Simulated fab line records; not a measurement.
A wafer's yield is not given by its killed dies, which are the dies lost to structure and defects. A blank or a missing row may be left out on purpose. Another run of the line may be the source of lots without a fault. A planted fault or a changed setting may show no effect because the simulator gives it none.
fab line records	flow n5-finfet
record: lots: 7	wafers: 39
route steps=1938 shown SPACER0@258 SD_EPI_N@278 GATE_CUT@490 BEOL_M0_SAQP@695 BEOL_M4@1070
start-h: hours from the record's opening day to when the first of the lot's shown wafers began	wait-h: hours from the lot's prior step to this one	" unchanged from the row above	L1.1+2: one row covering several wafers at once	- value missing, or start not given	* or withheld: withheld	< > ~ a bound
route shown NAME@n: a module of which the file shows steps, and the number in the route of the first	usual: the fault-free wafers' mean and standard deviation	same: alike in all rows	chamber/n: place in a boat	sites: the reading at each site	_std_site: standard deviation of those values	_edge_site: mean of outer sites minus mean of inner sites	radius-mm: how far each site lies from the wafer's centre	mask NAME#n: copy n	behind: the most recent tool/chamber to have shaped the wafer	hold: what put the lot on hold/how long, in hours/how the hold closed	device: the n, p or np transistor that did not switch	end of line: the same wafers' tests at the end of the route	a step without rows: its recipe alone	killed: count of dies lost to structure and defects at first sort (not the wafer's yield)	map: dies across one wafer; x = killed, . = not, _ = none there
set.NAME: the setting as run; set.NAME@STEP: as run at that earlier step	model.NAME: the simulator's own value behind a step, which no gauge read
lots with deliberately changed settings; one table per step, one row per wafer
== steps ==
step: N5_SPACER0_ALD_07
recipe: material: SiNx	target-thk-a: 20	temp-c: 400	ald-precursor-family: SiH2I2	ald-co-reactant: N2/H2-plasma	pressure-torr: 2
lot.wafer	tool	chamber	start-h	wait-h	set.target-thk-a	model.SiNx_of_SPACER0_ALD_07.thk-nm
L076.1	ald-sin-03	0	61.45	0.0	29.02	3
L076.2+5	"	2,3	"	"	29.02	2.8
L076.3+4+6	"	1,3,2	"	"	20	2
L081.1+3+5	ald-sin-02	1,0,3	89.95	0.3	28.29	2.8
L081.2+4+6	"	3,2,2	"	"	20	2
L083.2+4+5	ald-sin-02	3,2,2	103.68	0.0	20	2
L087.1+2+3	ald-sin-03	0,2,3	130.75	0.0	11.43	1.2
L087.4+5+6	"	3,0,2	"	"	20	2
L089.1+3+4	ald-sin-04	3,2,1	140.27	0.0	20	2
L089.2+5+6	"	0,2,3	"	"	12.42	1.2
L094.1+3+6	ald-sin-02	2,1,2	167.62	0.0	20	2
L094.2+4+5	"	3,0,3	"	"	16.41	1.6
L095.1+2+3+4+5+6	ald-sin-02	3,0,2,1,2,3	174.25	0.5	20	2
step: N5_SD_EPI_N_ETCH_45
recipe: chemistry: CH3F/O2	target: SiOCN	target-depth-a: 60	mask-material: SOC	ion-energy-ev: 60	bias-w: 29	pressure-mtorr: 15	source-w: 410	Ar_flow_sccm: 150	CH3F_flow_sccm: 30	O2_flow_sccm: 20
lot.wafer	tool	chamber	start-h	wait-h	set.target-depth-a	model.etch.depth-nm
L076.1	rie-diel-03	3	63.01	0.1	60	5.987
L076.2	"	2	"	"	60	5.918
L076.3	"	1	"	"	60	6.114
L076.4	"	0	"	"	60	5.978
L076.5	"	3	"	"	60	5.961
L076.6	"	2	"	"	60	5.883
L081.1	rie-diel-01	1	91.46	0.1	37.79	3.838
L081.2	"	0	"	"	37.79	3.795
L081.3	"	3	"	"	60	6.158
L081.4	"	1	"	"	60	6.056
L081.5	"	0	"	"	37.79	3.822
L081.6	"	3	"	"	60	6.08
L083.2	rie-diel-01	1	105.42	0.1	60	6.136
L083.4	"	3	"	"	60	6.131
L083.5	"	0	"	"	60	6.028
L087.1	rie-diel-03	0	132.29	0.1	78.72	7.914
L087.2	"	3	"	"	78.72	7.847
L087.3	"	1	"	"	60	6.133
L087.4	"	0	"	"	60	6.024
L087.5	"	3	"	"	78.72	7.866
L087.6	"	1	"	"	60	6.129
L089.1	rie-diel-01	0	141.72	0.1	60	5.983
L089.2	"	1	"	"	60	6.08
L089.3	"	2	"	"	60	6.046
L089.4	"	3	"	"	60	6.119
L089.5	"	3	"	"	60	6.067
L089.6	"	2	"	"	60	6.04
L094.1	rie-diel-03	1	169.08	0.1	28.15	2.88
L094.2	"	3	"	"	28.15	2.823
L094.3	"	2	"	"	60	5.978
L094.4	"	1	"	"	60	6.129
L094.5	"	3	"	"	28.15	2.81
L094.6	"	2	"	"	60	5.969
L095.1	rie-diel-03	1	176.12	0.1	88.72	9.025
L095.2	"	2	"	"	88.72	8.79
L095.3	"	2	"	"	60	5.967
L095.4	"	1	"	"	88.72	9.022
L095.5	"	2	"	"	60	5.894
L095.6	"	1	"	"	60	6.091
step: N5_GATE_CUT_DESCUM_18
recipe: chemistry: O2	time-s: 7	source-power-w: 50	bias-power-w: 20	pressure-mtorr: 20	rf-frequency-hz: 2.712e+07	temp-c: 40	resist: CAR-EUV	o2-flow-sccm: 225
lot.wafer	tool	chamber	start-h	wait-h	set.time-s	model.CAR-EUV_of_GATE_CUT_COAT_07.thk-nm
L076.1	rie-diel-02	1	98.53	0.0	7	26
L076.2+3+6	"	3,2,2	"	"	4.123	27.6
L076.4+5	"	3,1	"	"	7	26.2
L081.1+4	rie-diel-02	2,0	124.66	0.0	7	26.4
L081.2+3+5+6	"	1,3,2,1	"	"	7	26.2
L083.2+5	rie-diel-06	1,3	139.65	0.0	7	26.2
L083.4	"	0	"	"	7	26
L087.1	rie-diel-02	1	164.95	0.0	7	26.2
L087.2	"	2	"	"	8.838	25.6
L087.3+5	"	3	"	"	8.838	25.4
L087.4+6	"	0	"	"	7	26.4
L089.1+2+6	rie-diel-06	3,0,2	175.58	0.1	7	26
L089.3+4+5	"	1,2,3	"	"	4.717	27.2
L094.1+2+6	rie-diel-02	1,2,3	204.28	0.0	3.237	28
L094.3	"	3	"	"	7	26
L094.4+5	"	2,1	"	"	7	26.2
L095.1+3+5+6	rie-diel-05	2,0,0,3	211.82	0.1	7	26
L095.2+4	"	3,1	"	"	7	25.8
step: N5_GATE_CUT_ETCH_28
recipe: chemistry: N2/H2	target: underlayer	target-depth-a: 130	mask-material: CAR-EUV	time-s: 10.4	ion-energy-ev: 200	pressure-mtorr: 30	source-w: 840	bias-w: 150	n2-flow-sccm: 200	h2-flow-sccm: 200	ends: cleared
lot.wafer	tool	chamber	start-h	wait-h	set.time-s@GATE_CUT_DESCUM_18	model.CAR-EUV_of_GATE_CUT_COAT_07.thk-nm
L076.1+5	rie-diel-02	1	98.56	0.0	7	14.6
L076.2+3+6	"	3,2,2	"	"	4.123	16.2
L076.4	"	3	"	"	7	14.8
L081.1	rie-diel-02	2	124.69	0.0	7	15
L081.2+3+4+5+6	"	1,3,0,2,1	"	"	7	14.8
L083.2+4	rie-diel-06	1,0	139.68	0.0	7	14.6
L083.5	"	3	"	"	7	14.8
L087.1+4	rie-diel-02	1,0	164.98	0.0	7	14.8
L087.2	"	2	"	"	8.838	14.2
L087.3+5	"	3	"	"	8.838	14
L087.6	"	0	"	"	7	15
L089.1+2+6	rie-diel-06	3,0,2	175.62	0.0	7	14.6
L089.3+4+5	"	1,2,3	"	"	4.717	15.8
L094.1+2+6	rie-diel-02	1,2,3	204.31	0.0	3.237	16.6
L094.3+5	"	3,1	"	"	7	14.6
L094.4	"	2	"	"	7	14.8
L095.1+3+5+6	rie-diel-05	2,0,0,3	211.85	0.0	7	14.6
L095.2+4	"	3,1	"	"	7	14.4
step: N5_BEOL_M0_SAQP_CUT_ETCH_46
recipe: chemistry: N2/H2	target: SOC	target-depth-a: 1350	overetch-a: 270	temp-c: 40	time-s: 202.5	ion-energy-ev: 200	mask-material: SiARC	pressure-mtorr: 30	source-w: 840	bias-w: 150	n2-flow-sccm: 200	h2-flow-sccm: 200
lot.wafer	tool	chamber	start-h	wait-h	set.target-depth-a	model.SiARC_of_BEOL_M0_SAQP_COAT_72.thk-nm	model.BEOL_M0_SAQP.cd-nm
L076.1	rie-diel-06	3	125.53	0.0	1350	5	30
L076.2	"	1	"	"	1350	4.8	30.2
L076.3	"	0	"	"	1350	5	30.2
L076.4+5+6	"	2,0,3	"	"	1350	5	29.8
L081.1	rie-diel-02	0	156.51	0.0	1947	1.2	32.2
L081.2	"	1	"	"	1350	4.8	29.6
L081.3	"	2	"	"	1350	4.4	29.8
L081.4	"	3	"	"	1947	0.8	32.4
L081.5	"	0	"	"	1947	1.2	32.6
L081.6	"	3	"	"	1350	4.6	29.8
L083.2	rie-diel-05	3	167.29	0.0	1350	5.2	29.8
L083.4	"	2	"	"	1350	5	29.8
L083.5	"	0	"	"	1350	5	30
L087.1+6	rie-diel-05	3,2	194.62	0.0	1350	5.2	29.6
L087.2+5	"	1	"	"	1350	5.2	30.2
L087.3	"	2	"	"	1350	5	29.6
L087.4	"	0	"	"	1350	5.4	30
L089.1	rie-diel-02	2	202.01	0.0	1350	4.6	30
L089.2+3	"	3,1	"	"	814.6	8.2	28.8
L089.4	"	2	"	"	814.6	8	28.8
L089.5	"	1	"	"	1350	5	30
L089.6	"	3	"	"	1350	4.8	30
L094.1	rie-diel-05	0	231.06	0.0	1350	5.2	29.4
L094.2	"	3	"	"	1773	2.8	30.6
L094.3	"	1	"	"	1773	2.6	30.6
L094.4	"	2	"	"	1350	5	29.6
L094.5	"	0	"	"	1773	2.6	30.8
L094.6	"	3	"	"	1350	5.4	29.6
L095.1	rie-diel-05	3	239.34	0.0	1350	5.2	29.6
L095.2	"	2	"	"	1350	5	29.4
L095.3+6	"	1	"	"	1801	2.4	30.8
L095.4	"	0	"	"	1801	2.4	31
L095.5	"	0	"	"	1350	5.2	30
step: N5_BEOL_M0_SAQP_STRIP_74
recipe: chemistry: N2/H2	temp-c: 40	n2-flow-sccm: 200	h2-flow-sccm: 200	rf-frequency-hz: 6e+07
step: N5_BEOL_M0_SAQP_STRIP_89
recipe: chemistry: N2/H2	temp-c: 40	n2-flow-sccm: 200	h2-flow-sccm: 200	rf-frequency-hz: 6e+07
step: N5_BEOL_M0_SAQP_ALD_48
recipe: material: SiO2	target-thk-a: 200	temp-c: 100	ald-precursor-family: BDEAS	ald-co-reactant: O2-plasma	pulse-time-s: 1	co-reactant-pulse-time-s: 1	purge-time-s: 2	co-reactant-purge-time-s: 2	ald-cycles: 139	pressure-torr: 2
step: N5_BEOL_M0_SAQP_ETCH_49
recipe: chemistry: CF4/O2	target-depth-a: 370	target: SiO2	pressure-mtorr: 40	source-w: 535	bias-w: 49	Ar_flow_sccm: 100	cf4-flow-sccm: 100	O2_flow_sccm: 10	ion-energy-ev: 100
lot.wafer	tool	chamber	start-h	wait-h	set.target-depth-a@BEOL_M0_SAQP_CUT_ETCH_46	model.BEOL_M0_SAQP.cd-nm
L076.1+2	rie-diel-05	2,0	126.27	0.3	1350	30
L076.3	"	1	"	"	1350	30.2
L076.4+5+6	"	3,3,2	"	"	1350	29.8
L081.1	rie-diel-02	1	157.47	0.3	1947	32.2
L081.2	"	3	"	"	1350	29.6
L081.3+6	"	0,2	"	"	1350	29.8
L081.4	"	2	"	"	1947	32.4
L081.5	"	1	"	"	1947	32.6
L083.2+4+5	rie-diel-06	3,0,2	168.13	0.4	1350	29.8
L087.1+3+6	rie-diel-05	1,0,2	195.34	0.3	1350	29.6
L087.2+4+5	"	2,3,1	"	"	1350	30.2
L089.1+5	rie-diel-05	1,3	202.78	0.3	1350	30.2
L089.2	"	0	"	"	814.6	29
L089.3+4	"	3,2	"	"	814.6	28.8
L089.6	"	0	"	"	1350	30
L094.1+6	rie-diel-05	1,0	231.78	0.3	1350	29.4
L094.2+3	"	3,2	"	"	1773	30.6
L094.4	"	0	"	"	1350	29.6
L094.5	"	3	"	"	1773	30.8
L095.1	rie-diel-05	1	240.60	0.3	1350	29.6
L095.2	"	2	"	"	1350	29.4
L095.3+6	"	0,3	"	"	1801	30.8
L095.4	"	3	"	"	1801	31
L095.5	"	0	"	"	1350	29.8
step: N5_BEOL_M4_TRENCH_ETCH_37
recipe: chemistry: C4F6/O2	target-depth-a: 555.55	target: SiOC	time-s: 29.2	ion-energy-ev: 250	pressure-mtorr: 30	source-w: 355	bias-w: 185	Ar_flow_sccm: 300	C4F6_flow_sccm: 10	O2_flow_sccm: 10
lot.wafer	tool	chamber	start-h	wait-h	set.time-s	model.etch.depth-nm	model.BEOL_M4.feature-depth-nm	model.TiN_of_BEOL_M4_HM_DEP_02.thk-nm
L076.1	rie-diel-03	2	-	-	29.2	55.17	55.2	17.8
L076.2	"	0	"	"	29.2	56.27	56.2	17.6
L076.3	"	1	"	"	29.2	56.84	56.8	17.2
L076.4	"	1	"	"	29.2	56.41	56.4	17.4
L076.5	"	0	"	"	29.2	56.36	56.4	17.4
L076.6	"	2	"	"	29.2	55.2	55.2	17.6
L081.1	rie-diel-03	0	-	-	29.2	56.17	56.2	17.8
L081.2	"	2	"	"	29.2	55.31	55.4	17.6
L081.3	"	1	"	"	29.2	57.12	57.2	17.8
L081.4	"	3	"	"	29.2	55.78	55.8	17.6
L081.5	"	3	"	"	29.2	55.63	55.6	17.8
L081.6	"	0	"	"	29.2	56.69	56.6	17.6
L083.2	rie-diel-01	2	-	-	29.2	56.05	56	18
L083.4	"	3	"	"	29.2	56.72	56.8	17.8
L083.5	"	1	"	"	29.2	55.57	55.6	17.8
L087.1	rie-diel-01	1	-	-	29.2	55.75	55.8	17.6
L087.2	"	2	"	"	29.2	55.69	55.6	17.6
L087.3	"	3	"	"	29.2	56.33	56.4	17.6
L087.4	"	3	"	"	29.2	56.6	56.6	17.6
L087.5	"	1	"	"	29.2	55.67	55.6	17.8
L087.6	"	2	"	"	29.2	55.72	55.8	17.6
L089.1	rie-diel-04	0	-	-	29.2	55.4	55.4	17.8
L089.2	"	3	"	"	29.2	56.98	57	17.6
L089.3	"	1	"	"	29.2	55.8	55.8	17.8
L089.4	"	2	"	"	29.2	56.67	56.6	17.8
L089.5	"	3	"	"	29.2	57.62	57.6	17.8
L089.6	"	0	"	"	29.2	55.76	55.8	18
L094.1	rie-diel-03	2	-	-	29.2	54.84	54.8	17.8
L094.2	"	3	"	"	13.52	25.53	25.6	18.8
L094.3	"	0	"	"	29.2	56.26	56.2	17.6
L094.4	"	1	"	"	13.52	26.12	26.2	19
L094.5	"	1	"	"	29.2	56.25	56.2	17.6
L094.6	"	0	"	"	13.52	25.98	26	19.2
L095.1	rie-diel-01	1	-	-	34.26	65.78	65.8	17.6
L095.2	"	2	"	"	29.2	55.31	55.4	18
L095.3	"	0	"	"	34.26	65.31	65.4	17.8
L095.4	"	3	"	"	34.26	66.28	66.2	17.8
L095.5	"	2	"	"	29.2	55.43	55.4	18
L095.6	"	1	"	"	29.2	55.42	55.4	18
step: N5_BEOL_M4_ETCH_41
recipe: chemistry: CH3F/O2	target: SiCN	target-depth-a: 299	taper-deg: 2	time-s: 52.5	ion-energy-ev: 120	mask-material: TiN	pressure-mtorr: 30	source-w: 395	bias-w: 75	Ar_flow_sccm: 150	CH3F_flow_sccm: 30	O2_flow_sccm: 20
step: N5_BEOL_M4_STRIP_97
recipe: chemistry: N2/H2	time-s: 10	power-w: 450	temp-c: 40	pressure-mtorr: 20	rf-frequency-hz: 6e+07	bias-power-w: 7	n2-flow-sccm: 200	h2-flow-sccm: 200
step: N5_BEOL_M4_OCD_MEAS_38
usual: trench-depth-nm: 55.9/0.71
lot.wafer	tool	chamber	start-h	wait-h	set.time-s@BEOL_M4_TRENCH_ETCH_37	trench-depth-nm
L076.1	ocd-02	-	192.16	-	29.2	55.8
L076.2	"	-	"	"	29.2	56.3
L076.3	"	-	"	"	29.2	57.0
L076.4	"	-	"	"	29.2	56.2
L076.5	"	-	"	"	29.2	56.4
L076.6	"	-	"	"	29.2	55.1
L081.1	ocd-02	-	225.65	-	29.2	56.1
L081.2	"	-	"	"	29.2	56.0
L081.3	"	-	"	"	29.2	56.8
L081.4	"	-	"	"	29.2	55.1
L081.5	"	-	"	"	29.2	55.7
L081.6	"	-	"	"	29.2	57.1
L083.2	ocd-01	-	241.17	-	29.2	55.7
L083.4	"	-	"	"	29.2	56.4
L083.5	"	-	"	"	29.2	55.8
L087.1	ocd-02	-	264.87	-	29.2	56.0
L087.2	"	-	"	"	29.2	56.1
L087.3	"	-	"	"	29.2	56.7
L087.4	"	-	"	"	29.2	57.1
L087.5	"	-	"	"	29.2	55.9
L087.6	"	-	"	"	29.2	56.1
L089.1	ocd-02	-	269.29	-	29.2	55.9
L089.2	"	-	"	"	29.2	57.1
L089.3	"	-	"	"	29.2	55.5
L089.4	"	-	"	"	29.2	56.8
L089.5	"	-	"	"	29.2	57.9
L089.6	"	-	"	"	29.2	56.1
L094.1	ocd-02	-	310.52	-	29.2	54.9
L094.2	"	-	"	"	13.52	25.4
L094.3	"	-	"	"	29.2	56.5
L094.4	"	-	"	"	13.52	25.8
L094.5	"	-	"	"	29.2	56.6
L094.6	"	-	"	"	13.52	26.5
L095.1	ocd-02	-	333.34	-	34.26	66.3
L095.2	"	-	"	"	29.2	54.5
L095.3	"	-	"	"	34.26	65.2
L095.4	"	-	"	"	34.26	66.2
L095.5	"	-	"	"	29.2	55.5
L095.6	"	-	"	"	29.2	55.5
step: N5_BEOL_M4_HM_STRIP_39
recipe: chemistry: peroxide-tin-strip	material: TiN	target-depth-a: 250	temp-c: 50	time-s: 158
step: N5_BEOL_M4_SRD_40
recipe: time-s: 30	temp-c: 23	rinse-liquid: diw	dry: ipa-marangoni
step: N5_BEOL_M4_ECD_50
recipe: material: Cu	target-thk-a: 3000
step: N5_BEOL_M4_ANNEAL_51
recipe: temp-c: 225	time-s: 90	ambient: N2
step: N5_BEOL_M4_CMP_52
recipe: stop-on: SiOC	t-overpolish-s: 6.8	down-force-psi: 1	platen-rpm: 50	clearing-platen-down-force-psi: 1.5	clearing-platen-rpm: 50	post-cmp-clean: cu-alkaline	target-thk-nm: 40	clearing-platen-pad-velocity-m-s: 0.99484	pad-velocity-m-s: 0.99484
lot.wafer	tool	chamber	start-h	wait-h	set.time-s@BEOL_M4_TRENCH_ETCH_37	model.Cu_of_BEOL_M4_ECD_50.thk-nm
L076.1+3	cmp-04	3,1	195.50	0.3	29.2	41.2
L076.2	"	0	"	"	29.2	42.2
L076.4	"	2	"	"	29.2	42.6
L076.5	"	3	"	"	29.2	42.4
L076.6	"	0	"	"	29.2	40.6
L081.1+2	cmp-04	3,1	229.17	0.3	29.2	40.2
L081.3	"	0	"	"	29.2	43.2
L081.4	"	2	"	"	29.2	41
L081.5	"	3	"	"	29.2	40.6
L081.6	"	0	"	"	29.2	42.2
L083.2	cmp-02	2	244.63	0.2	29.2	41.2
L083.4	"	0	"	"	29.2	43
L083.5	"	3	"	"	29.2	41
L087.4	cmp-02	3	269.31	1.2	29.2	41.6
L087.1	"	0	"	"	29.2	40.2
L087.3+2	"	1,2	"	"	29.2	41.4
L087.5	"	3	"	"	29.2	42.2
L087.6	"	0	"	"	29.2	41
L089.1	cmp-04	3	276.68	2.2	29.2	41.2
L089.4	"	0	"	"	29.2	42.2
L089.2	"	1	"	"	29.2	42.4
L089.3	"	2	"	"	29.2	40.8
L089.6	"	3	"	"	29.2	41.4
L089.5	"	0	"	"	29.2	43
L094.1	cmp-02	2	315.85	0.3	29.2	39
L094.4	"	3	"	"	13.52	9.6
L094.2	"	0	"	"	13.52	9.4
L094.3	"	1	"	"	29.2	40.2
L094.6	"	2	"	"	13.52	10
L094.5	"	3	"	"	29.2	40.8
L095.2+6	cmp-04	2,3	338.24	0.2	29.2	41.6
L095.1	"	3	"	"	34.26	51.4
L095.3	"	0	"	"	34.26	50.6
L095.4	"	1	"	"	34.26	50.8
L095.5	"	2	"	"	29.2	41.4
step: N5_BEOL_M4_THK_MEAS_53
recipe: thk-meas-gauge: xrf	reads: Cu_of_BEOL_M4_ECD_50
usual: M4_THK: 40.9/1.4
lot.wafer	tool	chamber	start-h	wait-h	set.time-s@BEOL_M4_TRENCH_ETCH_37	M4_THK[nm]
L076.1	film-metro-02	-	195.80	-	29.2	41.2
L076.2	"	-	"	"	29.2	42.5
L076.3	"	-	"	"	29.2	41.6
L076.4	"	-	"	"	29.2	42.8
L076.5	"	-	"	"	29.2	42.9
L076.6	"	-	"	"	29.2	40.9
L081.1	film-metro-02	-	229.46	-	29.2	40.5
L081.2	"	-	"	"	29.2	40.6
L081.3	"	-	"	"	29.2	43.6
L081.4	"	-	"	"	29.2	41.3
L081.5	"	-	"	"	29.2	41.0
L081.6	"	-	"	"	29.2	42.5
L083.2	film-metro-02	-	244.92	-	29.2	41.3
L083.4	"	-	"	"	29.2	43.2
L083.5	"	-	"	"	29.2	41.1
L087.1	film-metro-01	-	269.60	-	29.2	40.8
L087.2	"	-	"	"	29.2	42.0
L087.3	"	-	"	"	29.2	41.9
L087.4	"	-	"	"	29.2	41.9
L087.5	"	-	"	"	29.2	42.6
L087.6	"	-	"	"	29.2	41.6
L089.1	film-metro-02	-	276.98	-	29.2	41.7
L089.2	"	-	"	"	29.2	43.1
L089.3	"	-	"	"	29.2	41.7
L089.4	"	-	"	"	29.2	42.9
L089.5	"	-	"	"	29.2	43.9
L089.6	"	-	"	"	29.2	42.3
L094.1	film-metro-02	-	316.15	-	29.2	39.6
L094.2	"	-	"	"	13.52	9.5
L094.3	"	-	"	"	29.2	40.6
L094.4	"	-	"	"	13.52	9.5
L094.5	"	-	"	"	29.2	41.3
L094.6	"	-	"	"	13.52	10.1
L095.1	film-metro-01	-	338.53	-	34.26	52.2
L095.2	"	-	"	"	29.2	42.0
L095.3	"	-	"	"	34.26	51.2
L095.4	"	-	"	"	34.26	51.5
L095.5	"	-	"	"	29.2	42.0
L095.6	"	-	"	"	29.2	42.1
step: N5_BEOL_M4_PRE_CLEAN_60
recipe: gas: NH3/H2	time-s: 15	temp-c: *	rf-power-w: 300
step: N5_BEOL_M4_CO_CAP_55
recipe: material: Co	target-thk-a: 20	temp-c: 200	precursor: CCTBA/H2	pressure-torr: 30	time-s: 102.1
step: N5_BEOL_M4_PRE_CLEAN_56
recipe: gas: NH3	time-s: 15	temp-c: withheld	rf-power-w: 300
step: N5_BEOL_M4_DEP_57
recipe: material: SiCN	target-thk-a: 80	temp-c: withheld	precursor: 3MS/NH3	pressure-torr: 3	rf-w: 202	time-s: 14
step: N5_BEOL_M4_RS_MEAS_58
recipe: thk-meas-gauge: four-point-probe	reads: Co_of_BEOL_M4_CO_CAP_55+Cu_of_BEOL_M4_ECD_50+Co_of_BEOL_M4_CVD_47+TaN_of_BEOL_M4_ALD_84
usual: M4_RS: 0.659/0.026
lot.wafer	tool	chamber	start-h	wait-h	set.time-s@BEOL_M4_TRENCH_ETCH_37	M4_RS[ohm/sq]
L076.1	film-metro-02	-	196.06	0.0	29.2	0.644
L076.2	"	-	"	"	29.2	0.624
L076.3	"	-	"	"	29.2	0.642
L076.4	"	-	"	"	29.2	0.617
L076.5	"	-	"	"	29.2	0.619
L076.6	"	-	"	"	29.2	0.655
L081.1	film-metro-02	-	229.73	0.1	29.2	0.665
L081.2	"	-	"	"	29.2	0.664
L081.3	"	-	"	"	29.2	0.608
L081.4	"	-	"	"	29.2	0.647
L081.5	"	-	"	"	29.2	0.654
L081.6	"	-	"	"	29.2	0.624
L083.2	film-metro-01	-	245.18	0.1	29.2	0.643
L083.4	"	-	"	"	29.2	0.610
L083.5	"	-	"	"	29.2	0.647
L087.1	film-metro-02	-	270.42	0.0	29.2	0.662
L087.2	"	-	"	"	29.2	0.639
L087.3	"	-	"	"	29.2	0.640
L087.4	"	-	"	"	29.2	0.636
L087.5	"	-	"	"	29.2	0.626
L087.6	"	-	"	"	29.2	0.645
L089.1	film-metro-02	-	277.78	0.0	29.2	0.644
L089.2	"	-	"	"	29.2	0.621
L089.3	"	-	"	"	29.2	0.649
L089.4	"	-	"	"	29.2	0.625
L089.5	"	-	"	"	29.2	0.608
L089.6	"	-	"	"	29.2	0.636
L094.1	film-metro-01	-	316.41	0.0	29.2	0.691
L094.2	"	-	"	"	13.52	5.034
L094.3	"	-	"	"	29.2	0.666
L094.4	"	-	"	"	13.52	4.878
L094.5	"	-	"	"	29.2	0.651
L094.6	"	-	"	"	13.52	4.561
L095.1	film-metro-01	-	339.02	0.0	34.26	0.487
L095.2	"	-	"	"	29.2	0.637
L095.3	"	-	"	"	34.26	0.497
L095.4	"	-	"	"	34.26	0.495
L095.5	"	-	"	"	29.2	0.639
L095.6	"	-	"	"	29.2	0.637
== key ==
split: step: N5_SPACER0_ALD_07	setting: target-thk-a	stated: 20	by: wafer
response: step: N5_SPACER0_ALD_07	reading: model.SiNx_of_SPACER0_ALD_07.thk-nm	change: +0.0196	per: 1%	r: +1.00
split: step: N5_SD_EPI_N_ETCH_45	setting: target-depth-a	stated: 60	by: wafer
response: step: N5_SD_EPI_N_ETCH_45	reading: model.etch.depth-nm	change: +0.0605	per: 1%	r: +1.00
split: step: N5_GATE_CUT_DESCUM_18	setting: time-s	stated: 7	by: wafer
response: step: N5_GATE_CUT_DESCUM_18	reading: model.CAR-EUV_of_GATE_CUT_COAT_07.thk-nm	change: -0.0351	per: 1%	r: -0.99
response: step: N5_GATE_CUT_ETCH_28	reading: model.CAR-EUV_of_GATE_CUT_COAT_07.thk-nm	change: -0.0359	per: 1%	r: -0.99
split: step: N5_BEOL_M0_SAQP_CUT_ETCH_46	setting: target-depth-a	stated: 1350	by: wafer
response: step: N5_BEOL_M0_SAQP_CUT_ETCH_46	reading: model.SiARC_of_BEOL_M0_SAQP_COAT_72.thk-nm	change: -0.0816	per: 1%	r: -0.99
response: step: N5_BEOL_M0_SAQP_CUT_ETCH_46	reading: model.BEOL_M0_SAQP.cd-nm	change: +0.0429	per: 1%	r: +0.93
response: step: N5_BEOL_M0_SAQP_ETCH_49	reading: model.BEOL_M0_SAQP.cd-nm	change: +0.0441	per: 1%	r: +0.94
split: step: N5_BEOL_M4_TRENCH_ETCH_37	setting: time-s	stated: 29.2	by: wafer
response: step: N5_BEOL_M4_TRENCH_ETCH_37	reading: model.etch.depth-nm	change: +0.561	per: 1%	r: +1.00
response: step: N5_BEOL_M4_TRENCH_ETCH_37	reading: model.BEOL_M4.feature-depth-nm	change: +0.559	per: 1%	r: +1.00
response: step: N5_BEOL_M4_TRENCH_ETCH_37	reading: model.TiN_of_BEOL_M4_HM_DEP_02.thk-nm	change: -0.0239	per: 1%	r: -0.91
response: step: N5_BEOL_M4_OCD_MEAS_38	reading: trench-depth-nm	change: +0.566	per: 1%	r: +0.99
response: step: N5_BEOL_M4_CMP_52	reading: model.Cu_of_BEOL_M4_ECD_50.thk-nm	change: +0.563	per: 1%	r: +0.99
response: step: N5_BEOL_M4_THK_MEAS_53	reading: M4_THK	change: +0.571	per: 1%	r: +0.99
response: step: N5_BEOL_M4_RS_MEAS_58	reading: M4_RS	shape: bent	at-lowest: 4.824	at-stated: 0.640	at-highest: 0.493
